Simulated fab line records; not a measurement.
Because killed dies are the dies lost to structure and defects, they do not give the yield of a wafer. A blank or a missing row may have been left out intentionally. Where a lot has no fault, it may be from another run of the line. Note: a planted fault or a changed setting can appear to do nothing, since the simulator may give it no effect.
fab line records ; flow n5_finfet
record lots=4; wafers=12; last_day=18
route steps=1938 shown SD_EPI_N@276 SD_EPI_P@295 SD_ACTIVATION@332 MOL_CONTACT_COAG@537 BEOL_M4@1111 PASSIVATION@1936
lots that met no fault: from a run of the same line without faults
start_h: start of the lot's first displayed wafer, in hours after the record's first day ; wait_h: how many hours have passed since the lot's step before this one ; " identical to the entry in the row above ; L1.1+2: several wafers, shown together as one row ; - no value, or no start given ; * or withheld: withheld ; < > ~ a bound
route shown NAME@n: NAME is a module with steps in the file, n the number in the route of the first one ; usual: mean/standard deviation of fault-free wafers ; same: alike in all rows ; chamber/n: place in a boat ; sites: per-site readings ; _std_site: their standard deviation ; _edge_site: inner sites' mean taken away from outer sites' mean ; radius_mm: how far each site lies from the wafer's centre ; mask NAME#n: copy n ; behind: tool/chamber where the wafer was last shaped ; hold: what put the lot on hold/how long, in hours/how the hold closed ; device: which transistor (n, p or np) failed to switch ; end of line: the route-end tests of the same wafers ; where a step has no rows: the recipe by itself ; killed: dies lost to structure and defects at the first sort, not the wafer's yield ; map: the dies of a wafer, with x for killed, . for not killed, _ for no die there
set.NAME: the setting that was run; set.NAME@STEP: the one run at that earlier step ; model.NAME: the simulator's own value behind a step, which no gauge read
lots at some steps of the route; a table a step, a row a wafer
services: a tool's chamber out of use, with start hour (start_h, from the record's first day; less than 0 if before it), hours out, and reason
## steps
# step N5_SD_EPI_N_STRIP_36
# recipe chemistry=N2/H2; temp_c=40; n2_flow_sccm=200; h2_flow_sccm=200; rf_frequency_hz=6e+07
# step N5_SD_EPI_N_ETCHBACK_44
# recipe chemistry=CH3F/O2; mode=anisotropic_etchback; target=SiNx; target_depth_a=145; stop_on=SiO2; over_etch_frac=0.3; ion_energy_ev=120; pressure_mtorr=30; source_w=395; bias_w=73; Ar_flow_sccm=150; CH3F_flow_sccm=30; O2_flow_sccm=20
# step N5_SD_EPI_N_ETCH_45
# recipe chemistry=CH3F/O2; target=SiOCN; target_depth_a=60; mask_material=SOC; ion_energy_ev=60; bias_w=29; pressure_mtorr=15; source_w=410; Ar_flow_sccm=150; CH3F_flow_sccm=30; O2_flow_sccm=20
# step N5_SD_EPI_N_ETCH_16
# recipe chemistry=CHF3/O2; target=SiO2; target_depth_a=50; mask_material=SOC; pressure_mtorr=30; source_w=650; bias_w=170; Ar_flow_sccm=200; CHF3_flow_sccm=50; O2_flow_sccm=5; ion_energy_ev=200
# step N5_SD_EPI_N_STRIP_47
# recipe chemistry=CHF3/O2; resist=SiARC; rf_frequency_hz=6e+07
# step N5_SD_EPI_N_SD_RECESS_17
# recipe chemistry=HBr/Cl2/O2; target_depth_a=410; mask_material=SOC; time_s=23.7; bt_time_s=3; pressure_mtorr=10; icp_w=800; bias_w=112; HBr_flow_sccm=150; Cl2_flow_sccm=80; O2_flow_sccm=12
# step N5_SD_EPI_N_STRIP_38
# recipe chemistry=N2/H2; power_w=1000; temp_c=250; h2_frac=0.65; overash_fraction=0.3; pressure_mtorr=withheld; n2_flow_sccm=1750; h2_flow_sccm=3250
# step N5_SD_EPI_N_WET_ETCH_43
# recipe chemistry=dHF; dilution=withheld; time_s=14; target=SiO2; target_depth_a=15; temp_c=25
# step N5_SD_EPI_N_STRIP_18
# recipe chemistry=SPM; time_s=750; temp_c=130; h2so4_h2o2_vol_ratio=4
# step N5_SD_EPI_N_SRD_20
# recipe dry=ipa_marangoni; do_ppb=5; time_s=30; temp_c=23; rinse_liquid=diw
# step N5_SD_EPI_N_PRECLEAN_48
# recipe chemistry=NF3:NH3; afs_cycles=2; temp_c=30; time_s=20; sublimation_temp_c=180; sublimation_time_s=60; pressure_torr=3; rf_power_w=30
# step N5_SD_EPI_N_VAPOR_ETCH_50
# recipe chemistry=HCl; target=Si; temp_c=775; time_s=54; pressure_torr=20; mode=isotropic
# step N5_SD_EPI_N_EPI_21
# recipe material=Si:P; dopant=P; temp_c=680; pressure_torr=255; time_s=690
# usual chamber_pressure_Torr=255.1/0.64; lamp_inner_pct=14.1/0.49; susceptor_temp_C_max=682.2/0.79
lot.wafer;tool;chamber;start_h;wait_h;chamber_pressure_Torr;lamp_inner_pct;susceptor_temp_C_max;model.Si-P_of_SD_EPI_N_EPI_21.thk_nm
L266.2;epi_rpcvd-02;0;100.42;0.4;394.0;13.6;683.6;71.2
L266.3;epi_rpcvd-02;0;100.42;0.4;394.2;13.4;682.4;71.2
L266.6;epi_rpcvd-02;0;100.42;0.4;394.0;13.6;683.1;70.4
L269.2;epi_rpcvd-02;0;117.31;0.4;393.9;13.7;682.7;71.2
L269.4;epi_rpcvd-02;0;117.31;0.4;394.5;13.5;682.6;71
L269.5;epi_rpcvd-02;0;117.31;0.4;395.3;13.6;682.1;71.6
L279.2;epi_rpcvd-04;0;181.16;0.4;255.1;14.6;681.2;58.4
L279.3;epi_rpcvd-04;0;181.16;0.4;255.5;14.7;681.5;59.6
L279.5;epi_rpcvd-04;0;181.16;0.4;254.9;14.6;681.4;59.2
L280.1;epi_rpcvd-02;0;184.19;0.1;255.1;13.6;682.2;58.4
L280.5;epi_rpcvd-02;0;185.31;1.1;254.6;13.5;683.0;59.2
L280.6;epi_rpcvd-02;0;185.31;1.1;254.9;13.5;682.1;59.2
# step N5_SD_EPI_N_EPI_MEAS_23
# recipe mode=xrd
# usual thk_nm=59.1/1.2
lot.wafer;tool;chamber;start_h;wait_h;thk_nm
L266.2;film_metro-02;-;101.85;1.2;71.0
L266.3;film_metro-02;-;101.85;1.2;70.4
L266.6;film_metro-02;-;101.85;1.2;72.4
L269.2;film_metro-02;-;118.75;1.2;70.7
L269.4;film_metro-02;-;118.75;1.2;71.6
L269.5;film_metro-02;-;118.75;1.2;70.4
L279.2;film_metro-01;-;182.60;1.2;58.1
L279.3;film_metro-01;-;182.60;1.2;58.9
L279.5;film_metro-01;-;182.60;1.2;59.2
L280.1;film_metro-02;-;185.92;1.5;58.7
L280.5;film_metro-02;-;185.92;1.5;58.8
L280.6;film_metro-02;-;185.92;1.5;58.1
# step N5_SD_EPI_N_PRECLEAN_24
# recipe chemistry=O3/DIW; time_s=60; temp_c=22; o3_ppm=10
# step N5_SD_EPI_N_SRD_25
# recipe time_s=30; temp_c=23; rinse_liquid=diw; dry=ipa_marangoni
# step N5_SD_EPI_N_PRECLEAN_49
# recipe chemistry=NF3:NH3; afs_cycles=1; temp_c=30; time_s=20; sublimation_temp_c=180; sublimation_time_s=60; pressure_torr=3; rf_power_w=30
# step N5_SD_EPI_N_LINER_46
# recipe material=SiNx; target_thk_a=30; temp_c=400; ald_precursor_family=SiH2I2; ald_co_reactant=N2/H2-plasma; pressure_torr=2
# step N5_SD_EPI_P_COAT_34
# recipe resist=SOC; temp_c=250; time_s=60; spin_rpm=1500; resist_thk_nm=350
# step N5_SD_EPI_P_COAT_35
# recipe resist=SiARC; temp_c=220; time_s=60; spin_rpm=1500; resist_thk_nm=35
# step N5_SD_EPI_P_COAT_03
# recipe resist=CAR-ArF-block; spin_rpm=1500; resist_thk_nm=150
# step N5_SD_EPI_P_EBR_05
# recipe solvent=PGMEA; ebr_width_mm=1.5
# step N5_SD_EPI_P_SOFTBAKE_04
# recipe temp_c=110; time_s=60; resist=CAR-ArF-block
# step N5_SD_EPI_P_EXPOSE_06
# recipe mask_id=SD_P_BLK; na=1.35; source_shape=conventional; sigma_outer=0.8; polarization=unpolarized; target_cd_nm=240; dose_mj=39.5
# step N5_SD_EPI_P_PEB_07
# recipe peb_temp_c=110; peb_time_s=60; resist=CAR-ArF-block
# step N5_SD_EPI_P_DEVELOP_08
# recipe develop_time_s=30; developer=TMAH; resist=CAR-ArF-block; dev_temp_c=23; rinse_liquid=diw; dry=air_spin
# step N5_SD_EPI_P_DESCUM_14
# recipe chemistry=O2; time_s=7.9; source_power_w=50; bias_power_w=20; pressure_mtorr=20; rf_frequency_hz=2.712e+07; temp_c=40; resist=CAR-ArF-block; o2_flow_sccm=225
# step N5_SD_EPI_P_ETCH_36
# recipe chemistry=CF4; target=SiARC; target_depth_a=455; mask_material=CAR-ArF-block; time_s=75.8; ion_energy_ev=80; pressure_mtorr=40; source_w=545; bias_w=36; Ar_flow_sccm=100; cf4_flow_sccm=100; ends=cleared
# step N5_SD_EPI_P_ETCH_37
# recipe chemistry=N2/H2; target=SOC; overetch_a=1080; mask_material=SiARC; temp_c=40; ion_energy_ev=100; source_w=3000; bias_w=133; pressure_mtorr=20; time_s=486; n2_flow_sccm=200; h2_flow_sccm=200; ends=end_point
# step N5_SD_EPI_P_STRIP_38
# recipe chemistry=N2/H2; temp_c=40; n2_flow_sccm=200; h2_flow_sccm=200; rf_frequency_hz=6e+07
# step N5_SD_EPI_P_ETCHBACK_46
# recipe chemistry=CH3F/O2; mode=anisotropic_etchback; target=SiNx; target_depth_a=175; stop_on=SiO2; over_etch_frac=0.3; ion_energy_ev=120; pressure_mtorr=30; source_w=395; bias_w=73; Ar_flow_sccm=150; CH3F_flow_sccm=30; O2_flow_sccm=20
# step N5_SD_EPI_P_ETCH_47
# recipe chemistry=CH3F/O2; target=SiOCN; target_depth_a=250; mask_material=SOC; ion_energy_ev=60; bias_w=29; pressure_mtorr=30; source_w=410; Ar_flow_sccm=150; CH3F_flow_sccm=30; O2_flow_sccm=20
# step N5_SD_EPI_P_ETCH_16
# recipe chemistry=CHF3/O2; target=SiO2; target_depth_a=50; mask_material=SOC; pressure_mtorr=30; source_w=650; bias_w=170; Ar_flow_sccm=200; CHF3_flow_sccm=50; O2_flow_sccm=5; ion_energy_ev=200
# step N5_SD_EPI_P_STRIP_50
# recipe chemistry=CHF3/O2; resist=SiARC; rf_frequency_hz=6e+07
# step N5_SD_EPI_P_SD_RECESS_17
# recipe chemistry=HBr/Cl2/O2; target_depth_a=391; bt_time_s=3; pressure_mtorr=10; icp_w=800; bias_w=112; HBr_flow_sccm=150; Cl2_flow_sccm=80; O2_flow_sccm=12
# step N5_SD_EPI_P_WET_ETCH_45
# recipe chemistry=dHF; dilution=withheld; time_s=10.7; target=SiO2; target_depth_a=20; temp_c=25; dry=ipa_marangoni; rinse_time_s=30; rinse_temp_c=23
# step N5_SD_EPI_P_STRIP_40
# recipe chemistry=N2/H2; power_w=1000; temp_c=250; h2_frac=0.65; overash_fraction=0.3; pressure_mtorr=withheld; n2_flow_sccm=1750; h2_flow_sccm=3250
# step N5_SD_EPI_P_PRECLEAN_52
# recipe chemistry=O3/DIW; time_s=60; temp_c=22; o3_ppm=10
# step N5_SD_ACTIVATION_RS_MEAS_03
# recipe thk_meas_gauge=four-point-probe
# usual RS_SD_N=21.89/0.28; RS_SD_P=56.2/0.9
lot.wafer;tool;chamber;start_h;wait_h;RS_SD_N[ohm/sq];RS_SD_P[ohm/sq]
L266.2;film_metro-02;-;107.36;0.2;17.57;54.3
L266.3;film_metro-02;-;107.36;0.2;17.65;54.7
L266.6;film_metro-02;-;107.36;0.2;17.85;54.3
L269.2;film_metro-01;-;124.96;0.2;17.66;56.2
L269.4;film_metro-01;-;124.96;0.2;17.80;55.1
L269.5;film_metro-01;-;124.96;0.2;17.60;56.4
L279.2;film_metro-01;-;187.68;0.2;22.47;55.4
L279.3;film_metro-01;-;187.68;0.2;21.89;56.1
L279.5;film_metro-01;-;187.68;0.2;22.03;55.3
L280.1;film_metro-01;-;191.16;0.2;22.17;57.0
L280.5;film_metro-01;-;191.16;0.2;22.14;56.5
L280.6;film_metro-01;-;191.16;0.2;21.76;56.2
# step N5_MOL_CONTACT_COAG_ETCH_15
# recipe chemistry=CH3F/O2; target=SiNx; target_depth_a=70; mask_material=SOC; stop_on=Si:P; over_etch_frac=0.75; ion_energy_ev=120; pressure_mtorr=30; source_w=395; bias_w=73; Ar_flow_sccm=150; CH3F_flow_sccm=30; O2_flow_sccm=20
# usual drypump_motor_current_A=5.6/0.36; oes_product_au=0.58/0.068; rf_vpp_V=296/8.4; showerhead_plenum_p_Torr=2.04/0.077; throttle_valve_pct=16.43/0.29
lot.wafer;tool;chamber;start_h;wait_h;drypump_motor_current_A;oes_product_au;rf_hours_counter_h;rf_vpp_V;showerhead_plenum_p_Torr;throttle_valve_pct;model.Si-P_of_SD_EPI_N_EPI_21.thk_nm
L266.2;rie_diel-03;1;137.58;0.0;5.0;0.50;243;299;1.89;16.63;70.2
L266.3;rie_diel-03;2;137.58;0.0;6.0;0.67;23;306;2.14;16.07;70.2
L266.6;rie_diel-03;2;137.58;0.0;6.0;0.66;-;306;2.14;16.09;69.4
L269.2;rie_diel-01;1;155.94;0.0;5.0;0.52;212;284;2.07;16.70;70.2
L269.4;rie_diel-01;2;155.94;0.0;5.9;0.51;-;289;1.90;16.90;70
L269.5;rie_diel-01;1;155.94;0.0;5.0;0.51;-;285;2.07;16.69;70.6
L279.2;rie_diel-03;3;218.13;0.0;5.4;0.59;99;309;2.11;16.33;57.6
L279.3;rie_diel-03;1;218.13;0.0;5.0;0.66;12;302;2.14;16.20;58.8
L279.5;rie_diel-03;2;218.13;0.0;6.0;0.62;-;305;2.13;16.15;58.4
L280.1;rie_diel-01;2;221.41;0.0;5.9;0.68;13;291;2.14;16.39;57.6
L280.5;rie_diel-01;3;221.41;0.0;5.6;0.56;-;300;2.01;16.19;58.4
L280.6;rie_diel-01;0;221.41;0.0;5.8;0.66;-;294;2.06;16.34;58.2
# step N5_BEOL_M4_RC_MEAS_101
# usual DIBL_N=37.5/2.5; DIBL_P=38/3.1; IOFF_N=0.19/0.059; IOFF_P=0.24/0.061; ION_N=679/16; ION_P=465/9.8; REXT_N=75.6/1.8; RS_SD_N=28.4/0.39; SS_N=72.0/0.8; SS_P=73.7/0.86; VT_N=248/4.5; VT_P=-249/3.5
lot.wafer;tool;chamber;start_h;wait_h;DIBL_N[mV/V];DIBL_P[mV/V];IOFF_N[nA/um];IOFF_P[nA/um];ION_N[uA/um];ION_P[uA/um];REXT_N[ohm.um];RS_SD_N[ohm/sq];SS_N[mV/dec];SS_P[mV/dec];VT_N[mV];VT_P[mV]
L266.2;prober-01;0;237.33;0.3;41.7;42;0.27;0.29;722;475;70.2;22.6;72.5;74.6;242;-246
L266.3;prober-01;0;237.33;0.3;39.0;40;0.19;0.25;687;468;69.7;22.8;71.8;74.8;248;-248
L266.6;prober-01;0;237.33;0.3;38.8;39;0.19;0.25;700;469;68.9;22.8;72.1;73.7;247;-245
L269.2;prober-02;0;252.21;0.2;42.3;44;0.37;0.39;702;473;72.6;23.0;73.7;75.0;235;-242
L269.4;prober-02;0;252.21;0.2;40.4;39;0.27;0.26;700;466;71.5;22.9;72.8;72.7;243;-245
L269.5;prober-02;0;252.21;0.2;40.3;41;0.27;0.28;692;467;72.2;22.6;72.3;73.8;241;-246
L279.2;prober-01;0;310.58;0.2;43.1;44;0.36;0.33;707;474;75.5;28.7;73.5;74.9;239;-246
L279.3;prober-01;0;310.58;0.2;38.4;39;0.19;0.22;678;460;75.9;28.4;71.5;74.5;250;-252
L279.5;prober-01;0;310.58;0.2;38.9;38;0.22;0.23;681;459;75.8;28.3;72.7;74.1;247;-251
L280.1;prober-02;0;311.96;0.0;37.4;39;0.18;0.22;683;461;74.4;28.8;72.1;73.8;248;-250
L280.5;prober-02;0;311.96;0.0;33.9;35;0.13;0.18;666;458;75.2;28.7;71.2;73.1;251;-252
L280.6;prober-02;0;311.96;0.0;38.7;41;0.22;0.27;686;469;76.8;28.3;72.9;74.3;249;-248
# step N5_PASSIVATION_PROBE_49
# usual defect_limited_yield=91.0/1.4; killed_at_M0_to_M3=35/10; killed_at_M4_up=14/5.5; killed_at_contacts=13/5.6; killed_at_front_end=41/11; killed_at_other=4/3.4; killed_dies=106/16; killed_open=68/12; killed_short=35/7.3; sort_bin_4_leakage=0.3/2.1; sort_bin_5_function=5.3/0.89; sort_bin_6_memory=3.4/0.67; sort_n_pass=1070/28; sort_yield_pct=90.7/2.4
# same gross_dies=1180; killed_at_back_side=0; sort_bin_8_speed[%]=0
lot.wafer;tool;chamber;start_h;wait_h;defect_limited_yield[%];killed_at_M0_to_M3;killed_at_M4_up;killed_at_contacts;killed_at_front_end;killed_at_other;killed_dies;killed_open;killed_short;sort_bin_4_leakage[%];sort_bin_5_function[%];sort_bin_6_memory[%];sort_n_pass;sort_yield_pct[%]
L266.2;prober-02;-;350.57;0.1;92.5;34;11;12;32;0;89;57;32;0.2;4.8;2.2;1089;92.3
L269.2;prober-02;-;355.33;0.1;91.0;47;16;3;36;4;106;70;36;5.8;5.3;3.4;1006;85.3
# killed by level:class
L266.2 BEOL_M1:geometric_particle:open=10 BEOL_M0_SAQP:geometric_particle:short=10 MOL_CONTACT_COAG:geometric_particle:open=9 FIN_SAQP:geometric_particle:short=8 FIN_SAQP:geometric_particle:open=7 STI_FIN_REVEAL:geometric_particle:open=6 BEOL_M0_SAQP:geometric_particle:open=6 BEOL_M2:geometric_particle:open=5
L269.2 BEOL_M3:geometric_particle:open=13 BEOL_M0_SAQP:geometric_particle:short=11 FIN_SAQP:geometric_particle:short=8 STI_FIN_REVEAL:geometric_particle:open=8 FIN_SAQP:geometric_particle:open=7 BEOL_M0_SAQP:geometric_particle:open=6 BEOL_M1:geometric_particle:open=6 BEOL_M4:geometric_particle:open=5
## services
tool;chamber;start_h;hours;kind
epi_rpcvd-02;-;89.15;2.8;pm
rie_diel-01;3;91.95;1.8;repair
rie_diel-03;3;102.94;20.2;repair
rie_diel-03;2;110.03;1.3;repair
rie_diel-03;-;114.49;14.6;pm
rie_diel-01;3;120.80;2.2;repair
rie_diel-01;1;123.00;5.2;repair
epi_rpcvd-04;-;128.08;2.8;pm
rie_diel-01;0;141.30;-;clean
rie_diel-01;0;141.30;-;consumable_replace:focus_ring
rie_diel-01;0;141.30;18.6;scheduled_down
rie_diel-01;0;141.30;18.6;vent_cycle
rie_diel-03;1;157.81;-;clean
rie_diel-03;1;157.81;-;consumable_replace:focus_ring
rie_diel-03;1;157.81;-;consumable_replace:showerhead
rie_diel-03;1;157.81;22.6;scheduled_down
rie_diel-03;1;157.81;22.6;vent_cycle
rie_diel-01;2;159.92;-;clean
rie_diel-01;2;159.92;-;consumable_replace:focus_ring
rie_diel-01;2;159.92;-;consumable_replace:showerhead
rie_diel-01;2;159.92;23.7;scheduled_down
rie_diel-01;2;159.92;23.7;vent_cycle
rie_diel-03;0;167.94;1.8;repair
epi_rpcvd-04;-;191.03;8.1;pm
## key
first_sign step=N5_SD_EPI_N_EPI_21; reading=chamber_pressure_Torr; direction=up; sigmas=99+; usual=255.1; struck=394.3
effect step=N5_SD_EPI_N_EPI_MEAS_23; reading=thk_nm; direction=up; sigmas=9.7; usual=*; struck=*
effect step=N5_SD_ACTIVATION_RS_MEAS_03; reading=RS_SD_N; direction=down; sigmas=15; usual=21.89; struck=17.69
effect step=N5_BEOL_M4_RC_MEAS_101; reading=RS_SD_N; direction=down; sigmas=14; usual=28.4; struck=22.8
effect step=N5_BEOL_M4_RC_MEAS_101; reading=REXT_N; direction=down; sigmas=2.6; usual=75.6; struck=70.9
model_effect step=N5_SD_EPI_N_EPI_21; value=Si-P_of_SD_EPI_N_EPI_21.thk_nm; without=59.73; struck=71.1
model_effect step=N5_MOL_CONTACT_COAG_ETCH_15; value=Si-P_of_SD_EPI_N_EPI_21.thk_nm; without=58.73; struck=69.93
met_at N5_SD_EPI_N_EPI_21
struck_wafers L266.2,L266.3,L266.6,L269.2,L269.4,L269.5
fault kind=process_parameter_drift; tool=epi_rpcvd-02; chamber=-; onset_h=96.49; steps=N5_SD_EPI_N_EPI_21; channel=pressure_torr; offset=139.37; shape=step; end_h=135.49; acts_in=these_recipes_only; stated=255
